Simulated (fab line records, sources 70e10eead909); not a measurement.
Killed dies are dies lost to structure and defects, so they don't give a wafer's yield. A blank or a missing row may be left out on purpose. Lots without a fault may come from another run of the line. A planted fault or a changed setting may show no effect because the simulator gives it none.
fab line records | flow nand_harc
record lots=12 wafers=36 last_day=24
route steps=1159 shown P_GATE@124 END@1159
lots that met no fault: from a run of the same line without faults
start_h: hours from the record's first day to the start of the lot's first wafer shown | wait_h: hours since the lot's step before | " the same as in the row above | L1.1+2: a row that stands for several wafers | - no value, or no start given | * or withheld: withheld | < > ~ a bound
route shown NAME@n: a module of which the file shows steps, and the number in the route of the first | usual: mean/standard deviation of fault-free wafers | same: alike in all rows | chamber/n: place in a boat | sites: the reading at each site | _std_site: their standard deviation | _edge_site: outer sites' mean less inner sites' | radius_mm: how far each site lies from the wafer's centre | mask NAME#n: copy n | behind: the tool/chamber that last shaped the wafer | hold: why the lot was held/for how many hours/how that ended | device: the transistor (n, p or np) that didn't switch | end of line: the same wafers' tests at the end of the route | a step without rows: its recipe alone | killed: dies lost to structure and defects at the first sort, not the wafer's yield | map: a wafer's dies, x killed, . not, _ none there
set.NAME: the setting as run; set.NAME@STEP: as run at that earlier step | model.NAME: the simulator's own value behind a step, which no gauge read
steps of the route over a sample of lots; a table a step, a row a wafer
services: from which hour (start_h, from the record's first day; less than 0 if before it) a tool's chamber was out of use, for how many hours, and why
## steps
# step NHARC_P_GATE_DESCUM_13
# recipe time_s=3 o2_flow_sccm=200 ar_flow_sccm=0 bias_power_w=0 chemistry=O2
# usual drypump_motor_current_A=5.9/0.39 oes_product_au=0.994/0.013 rf_vpp_V=57.7/0.97 showerhead_plenum_p_Torr=1.89/0.093 throttle_valve_pct=11.311/0.0093
# columns lot.wafer tool chamber start_h wait_h drypump_motor_current_A oes_product_au rf_hours_counter_h rf_vpp_V showerhead_plenum_p_Torr throttle_valve_pct
L537.3 rie_diel-11 3 74.20 - 6.6 0.983 15 57.4 1.82 11.305
L537.2 " 2 " " 6.1 1.023 16 56.6 1.78 11.307
L537.5 " 0 " " 5.8 0.997 - 57.5 1.84 11.323
L539.3 rie_diel-11 3 90.08 - 6.6 0.980 23 57.6 1.82 11.295
L539.4 " 2 " " 6.1 1.009 24 56.3 1.78 11.293
L539.6 " 0 " " 5.8 0.992 - 57.3 1.84 11.309
L538.4 rie_diel-03 0 90.14 - 5.9 1.005 11 57.4 1.91 11.306
L538.2 " 1 " " 6.0 0.981 10 56.7 1.80 11.314
L538.5 " 3 " " 6.7 0.986 - 57.1 1.87 11.307
L540.3 rie_diel-03 1 97.12 - 6.0 0.988 11 57.0 1.80 11.309
L540.2 " 3 " " 6.7 0.961 12 56.7 1.87 11.308
L540.5 " 1 " " 6.0 0.994 - 58.3 1.80 11.321
L541.3 rie_diel-03 1 105.29 - 6.0 0.987 13 56.5 1.80 11.315
L541.2 " 3 " " 6.7 0.973 13 57.4 1.87 11.323
L541.6 " 2 " " 5.5 0.980 - 57.1 2.03 11.317
L546.2 rie_diel-12 3 126.68 - 5.5 0.985 32 57.9 2.00 11.298
L546.1 " 0 " " 6.1 1.011 34 57.2 2.01 11.316
L546.6 " 2 " " 5.3 0.997 - 57.5 1.83 11.320
L548.1 rie_diel-03 2 153.16 - 5.6 0.978 19 58.0 2.03 11.307
L548.4 " 0 " " 5.9 0.985 - 57.0 1.91 11.313
L548.6 " 1 " " 6.0 0.985 - 57.5 1.80 11.331
L555.1 rie_diel-03 1 184.24 - 6.0 0.999 28 55.6 1.80 11.305
L555.2 " 2 " " 5.5 0.991 27 58.0 2.03 11.288
L555.6 " 0 " " 5.9 1.005 - 58.2 1.91 11.310
L556.4 rie_diel-03 2 195.55 - 5.5 0.981 30 58.2 2.02 11.305
L556.1 " 3 " " 6.7 0.987 31 56.8 1.87 11.302
L556.6 " 1 " " 6.0 0.995 - 56.8 1.80 11.319
L557.1 rie_diel-03 1 195.63 - 6.0 0.996 30 56.2 1.80 11.304
L557.3 " 2 " " 5.5 0.996 30 58.2 2.02 11.320
L557.6 " 2 " " 5.5 0.991 - 58.0 2.02 11.304
L558.4 rie_diel-03 2 206.06 - 5.5 1.007 31 57.8 2.02 11.317
L558.2 " 3 " " 6.7 0.980 32 58.0 1.87 11.299
L558.5 " 3 " " 6.6 0.991 - 58.1 1.86 11.310
L559.2 rie_diel-03 0 206.31 - 5.9 1.003 33 59.0 1.91 11.320
L559.4 " 1 " " 6.0 1.003 32 57.5 1.80 11.317
L559.6 " 0 " " 5.9 1.012 - 58.9 1.91 11.312
# step NHARC_P_GATE_HM_DEP_102
# recipe target_thk_a=1200 temp_c=400 material=aC
# usual susceptor_temp_C=399.98/0.22 throttle_valve_pct=34.999/0.0096
# columns lot.wafer tool chamber start_h wait_h susceptor_temp_C throttle_valve_pct
L537.2 acl_dep-02 0 86.18 0.5 400.51 35.002
L537.3 " 0 " " 400.34 34.997
L537.5 " 0 " " 400.28 35.024
L538.2 acl_dep-01 0 102.46 0.5 399.92 34.990
L538.4 " 0 " " 400.06 35.005
L538.5 " 0 " " 399.88 35.006
L539.3 acl_dep-02 0 102.57 0.6 400.38 35.005
L539.4 " 0 " " 400.44 35.005
L539.6 " 0 " " 400.20 35.020
L540.2 acl_dep-02 0 109.57 0.5 399.92 34.990
L540.3 " 0 " " 399.78 35.004
L540.5 " 0 " " 399.98 35.000
L541.2 acl_dep-02 0 119.72 1.4 399.69 35.010
L541.3 " 0 " " 400.10 34.983
L541.6 " 0 " " 400.15 34.990
L546.1 acl_dep-03 0 140.00 1.6 400.01 34.997
L546.2 " 0 " " 399.96 34.982
L546.6 " 0 " " 399.86 35.011
L548.1 acl_dep-01 0 166.59 1.9 399.53 34.986
L548.4 " 0 " " 399.57 34.998
L548.6 " 0 " " 399.64 34.987
L555.1 acl_dep-01 0 196.18 0.4 400.00 34.998
L555.2 " 0 " " 400.01 34.987
L555.6 " 0 " " 399.95 35.002
L557.1 acl_dep-03 0 210.26 2.3 399.91 35.007
L557.3 " 0 " " 400.15 34.998
L557.6 " 0 " " 400.18 34.995
L556.1 acl_dep-03 0 210.91 3.0 400.12 35.008
L556.4 " 0 " " 400.02 35.000
L556.6 " 0 " " 400.16 34.998
L558.2 acl_dep-03 0 219.08 1.5 399.75 34.993
L558.4 " 0 " " 399.91 34.997
L558.5 " 0 " " 400.03 35.000
L559.2 acl_dep-01 0 219.39 1.8 - 34.996
L559.4 " 0 " " - 34.985
L559.6 " 0 " " - 35.012
# step NHARC_P_GATE_EXPOSE_56
# recipe na=0.6 target_cd_nm=720 dose_mj=14.81 mask_id=P_PSD
# usual focus_offset_nm=0.0/0.48
# columns lot.wafer tool chamber start_h wait_h mask focus_offset_nm
L537.2 krf_scanner-03 0 104.21 - P_PSD#0 0.5
L537.3 " 0 " " P_PSD#0 0.2
L537.5 " 0 " " P_PSD#0 -0.3
L538.2 krf_scanner-03 0 117.20 - P_PSD#0 -0.5
L538.4 " 0 " " P_PSD#0 0.4
L538.5 " 0 " " P_PSD#0 -0.1
L539.3 krf_scanner-02 0 117.55 - P_PSD#0 -0.8
L539.4 " 0 " " P_PSD#0 -0.1
L539.6 " 0 " " P_PSD#0 -0.4
L540.2 krf_scanner-04 0 124.52 - P_PSD#0 -0.2
L540.3 " 0 " " P_PSD#0 0.0
L540.5 " 0 " " P_PSD#0 0.2
L541.2 krf_scanner-03 0 135.05 - P_PSD#0 -0.4
L541.3 " 0 " " P_PSD#0 0.1
L541.6 " 0 " " P_PSD#0 -0.9
L546.1 krf_scanner-04 0 155.33 - P_PSD_R1#0 -0.2
L546.2 " 0 " " P_PSD_R1#0 -0.8
L546.6 " 0 " " P_PSD_R1#0 -0.1
L548.1 krf_scanner-02 0 182.39 - P_PSD#0 -0.3
L548.4 " 0 " " P_PSD#0 -0.4
L548.6 " 0 " " P_PSD#0 0.7
L555.1 krf_scanner-04 0 211.57 - P_PSD#0 0.3
L555.2 " 0 " " P_PSD#0 0.7
L555.6 " 0 " " P_PSD#0 0.2
L557.1 krf_scanner-03 0 225.50 - P_PSD#0 -0.6
L557.3 " 0 " " P_PSD#0 0.0
L557.6 " 0 " " P_PSD#0 -0.4
L556.1 krf_scanner-04 0 225.89 - P_PSD#0 0.8
L556.4 " 0 " " P_PSD#0 1.5
L556.6 " 0 " " P_PSD#0 0.7
L558.2 krf_scanner-04 0 234.28 - P_PSD#0 -0.6
L558.4 " 0 " " P_PSD#0 -0.2
L558.5 " 0 " " P_PSD#0 -0.7
L559.2 krf_scanner-04 0 235.15 - P_PSD#0 -0.2
L559.4 " 0 " " P_PSD#0 -0.8
L559.6 " 0 " " P_PSD#0 0.1
# step NHARC_P_GATE_CD_MEAS_59
# recipe target_cd_nm=720 landing_energy_ev=500
# usual cd_nm=719.2/2.7
# columns lot.wafer tool chamber start_h wait_h cd_nm
L537.2 cd_sem-01 0 104.36 - 724.3
L537.3 " 0 " " 720.8
L537.5 " 0 " " 722.7
L538.2 cd_sem-02 0 117.35 - 723.0
L538.4 " 0 " " 721.3
L538.5 " 0 " " 721.5
L539.3 cd_sem-02 0 117.71 - 717.0
L539.4 " 0 " " 715.3
L539.6 " 0 " " 720.5
L540.2 cd_sem-03 0 124.67 - 723.2
L540.3 " 0 " " 721.3
L540.5 " 0 " " 721.8
L541.2 cd_sem-02 0 135.21 - 717.3
L541.3 " 0 " " 716.2
L541.6 " 0 " " 715.1
L546.1 cd_sem-02 0 155.49 - 749.1
L546.2 " 0 " " 748.7
L546.6 " 0 " " 746.3
L548.1 cd_sem-02 0 182.56 - 719.2
L548.4 " 0 " " 715.5
L548.6 " 0 " " 719.9
L555.1 cd_sem-02 0 211.73 - 719.0
L555.2 " 0 " " 719.1
L555.6 " 0 " " 718.5
L557.1 cd_sem-02 0 225.66 - 718.8
L557.3 " 0 " " 718.5
L557.6 " 0 " " 721.0
L556.1 cd_sem-03 0 226.05 - 715.5
L556.4 " 0 " " 715.7
L556.6 " 0 " " 713.8
L558.2 cd_sem-01 0 234.44 - 718.8
L558.4 " 0 " " 718.9
L558.5 " 0 " " 719.7
L559.2 cd_sem-03 0 235.31 - 720.5
L559.4 " 0 " " 718.8
L559.6 " 0 " " 719.5
# step NHARC_P_GATE_DESCUM_61
# recipe time_s=3 o2_flow_sccm=200 ar_flow_sccm=0 bias_power_w=0 chemistry=O2
# usual drypump_motor_current_A=6.0/0.39 oes_product_au=0.992/0.012 rf_vpp_V=57.7/0.97 showerhead_plenum_p_Torr=1.90/0.095 throttle_valve_pct=11.311/0.0091
# columns lot.wafer tool chamber start_h wait_h drypump_motor_current_A oes_product_au rf_hours_counter_h rf_vpp_V showerhead_plenum_p_Torr throttle_valve_pct
L537.3 rie_diel-11 0 104.52 - 5.8 0.994 29 56.6 1.84 11.306
L537.2 " 2 " " 6.1 1.002 27 57.0 1.77 11.298
L537.5 " 3 " " 6.6 0.979 - 58.0 1.82 11.314
L538.4 rie_diel-03 3 117.51 - 6.7 0.974 14 57.7 1.87 11.326
L538.2 " 2 " " 5.5 0.988 11 58.2 2.03 11.303
L538.5 " 3 " " 6.7 0.972 - 57.2 1.87 11.315
L539.4 rie_diel-03 2 117.87 - 5.6 0.983 11 56.7 2.03 11.312
L539.3 " 0 " " 5.9 0.991 14 58.3 1.91 11.302
L539.6 " 3 " " 6.7 0.966 - 58.0 1.87 11.306
L540.3 rie_diel-12 1 124.83 - 5.9 1.022 34 57.9 1.78 11.322
L540.2 " 0 " " 6.1 1.014 33 57.2 2.01 11.310
L540.5 " 1 " " 5.9 1.029 - 56.7 1.78 11.315
L541.2 rie_diel-03 2 135.39 - 5.6 0.983 15 59.7 2.03 11.326
L541.3 " 0 " " 5.9 0.985 17 59.1 1.91 11.302
L541.6 " 2 " " 5.6 0.985 - 60.1 2.03 11.298
L546.1 rie_diel-03 0 155.66 - 5.9 1.009 23 57.7 1.91 11.296
L546.2 " 2 " " 5.6 0.988 20 58.1 2.03 11.301
L546.6 " 2 " " 5.6 0.986 - 56.4 2.03 11.316
L548.1 rie_diel-12 0 182.79 - 6.1 0.991 56 57.7 2.00 11.312
L548.4 " 3 " " 5.6 0.968 57 59.0 1.99 11.321
L548.6 " 0 " " 6.1 1.008 - 59.9 2.00 11.319
L555.2 rie_diel-12 2 211.91 - 5.4 0.991 0 58.4 1.82 11.312
L555.1 " 1 " " 5.9 1.000 0 57.4 2.08 11.316
L555.6 " 2 " " 5.4 0.986 - 57.0 1.82 11.313
L557.1 rie_diel-12 0 225.83 - 6.1 0.988 6 58.2 2.00 11.310
L557.3 " 2 " " 5.3 0.980 6 56.8 1.82 11.319
L557.6 " 3 " " 5.6 1.009 - 58.0 1.98 11.319
L556.4 rie_diel-03 1 226.24 - 6.1 0.992 0 60.2 1.79 11.312
L556.1 " 2 " " 5.5 0.987 0 57.7 2.02 11.313
L556.6 " 3 " " 6.7 0.974 - 56.5 1.86 11.313
L558.2 rie_diel-03 2 234.61 - 5.6 0.989 2 59.5 2.02 11.314
L558.4 " 0 " " 5.9 0.989 2 57.7 1.90 11.316
L558.5 " 2 " " 5.5 0.990 - 58.3 2.02 11.306
L559.2 rie_diel-12 1 235.46 - 6.0 1.009 8 57.7 2.07 11.298
L559.4 " 0 " " 6.1 0.997 9 59.5 2.00 11.304
L559.6 " 2 " " 5.4 0.998 - 56.5 1.82 11.313
# step NHARC_END_SORT_01
# recipe temp_c=25
# usual killed_at_array=25/10 killed_at_other=0.6/0.91 killed_at_periphery=3.6/2.9 killed_dies=29/10 killed_open=3.3/2 killed_short=1.9/1.5
# same gross_dies=677
# columns lot.wafer tool chamber start_h wait_h killed_at_array killed_at_other killed_at_periphery killed_dies killed_open killed_short
L546.1 prober-01 0 499.48 2.5 26 1 4 31 4 2
L546.2 prober-01 0 500.28 2.8 23 4 8 35 4 1
L546.6 prober-01 0 503.50 4.0 17 2 4 23 1 1
# killed by level:class
L546.1 A_SLIT:chamber_film_flake=9 A_CHANNEL_HOLE_D1:chamber_film_flake=6 A_BLC:geometric_particle:open=3 A_STAIRCASE:chamber_film_flake=3 A_CONTACT:chamber_film_flake=3 P_M1:geometric_particle:open=1 P_M1:geometric_particle:short=1 A_ONON_D1:geometric_particle:short=1
L546.2 A_SLIT:chamber_film_flake=10 P_ZERO_WELL:chamber_film_flake=4 A_CHANNEL_HOLE_D1:chamber_film_flake=3 A_STAIRCASE:chamber_film_flake=3 A_CONTACT:chamber_film_flake=3 THIN_TSV:chamber_film_flake=3 P_GATE:chamber_film_flake=2 A_M1:chamber_film_flake=2
L546.6 A_SLIT:chamber_film_flake=11 A_STAIRCASE:chamber_film_flake=4 P_GATE:chamber_film_flake=2 A_CHANNEL_HOLE_D1:chamber_film_flake=2 THIN_TSV:chamber_film_flake=2 P_M0:geometric_particle:open=1 P_M0:geometric_particle:short=1
## services
# columns tool chamber start_h hours kind
krf_scanner-04 - 54.36 4.5 repair
krf_scanner-02 - 55.06 4.0 pm
rie_diel-03 2 61.29 9.3 repair
rie_diel-03 0 71.80 - clean
rie_diel-03 1 71.80 - clean
rie_diel-03 2 71.80 - clean
rie_diel-03 3 71.80 - clean
rie_diel-11 1 73.61 14.5 repair
krf_scanner-04 - 89.32 19.1 repair
krf_scanner-02 - 98.81 0.7 repair
rie_diel-11 1 104.11 4.5 repair
acl_dep-01 - 111.64 13.0 pm
krf_scanner-04 - 126.00 4.0 pm
rie_diel-03 3 148.73 7.9 repair
rie_diel-11 - 155.07 0.5 repair
acl_dep-02 - 167.47 13.0 pm
krf_scanner-03 - 168.00 4.0 pm
krf_scanner-03 - 176.91 0.6 repair
rie_diel-11 - 189.52 9.0 pm
rie_diel-12 - 202.53 9.0 pm
krf_scanner-04 - 204.44 0.3 repair
rie_diel-03 - 215.30 9.0 pm
acl_dep-03 - 225.03 13.0 pm
krf_scanner-02 - 227.06 4.0 pm
## key
first_sign step=NHARC_P_GATE_EXPOSE_56 reading=mask direction=changed
effect step=NHARC_P_GATE_CD_MEAS_59 reading=cd_nm direction=up sigmas=11 usual=719.2 struck=748.0
met_at NHARC_P_GATE_EXPOSE_56
struck_lots L546
tester_left_out L546
not_acting_at NHARC_P_GATE_DESCUM_13,NHARC_P_GATE_HM_DEP_102,NHARC_P_GATE_DESCUM_61
onset_between 124.52 155.33
fault kind=wrong_mask tool=any chamber=- onset_h=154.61 steps=NHARC_P_GATE_EXPOSE_56 aux_copy=P_PSD_R1#0 cd_offset_nm=26.125 scope=struck_lots_only
# tester_left_out: of these lots the tester's yield and bins aren't shown, on N5 and GAA mostly nor the transistor test; their killed dies are dies lost to structure and defects alone, not to doping, threshold or leakage, so they don't give the yield
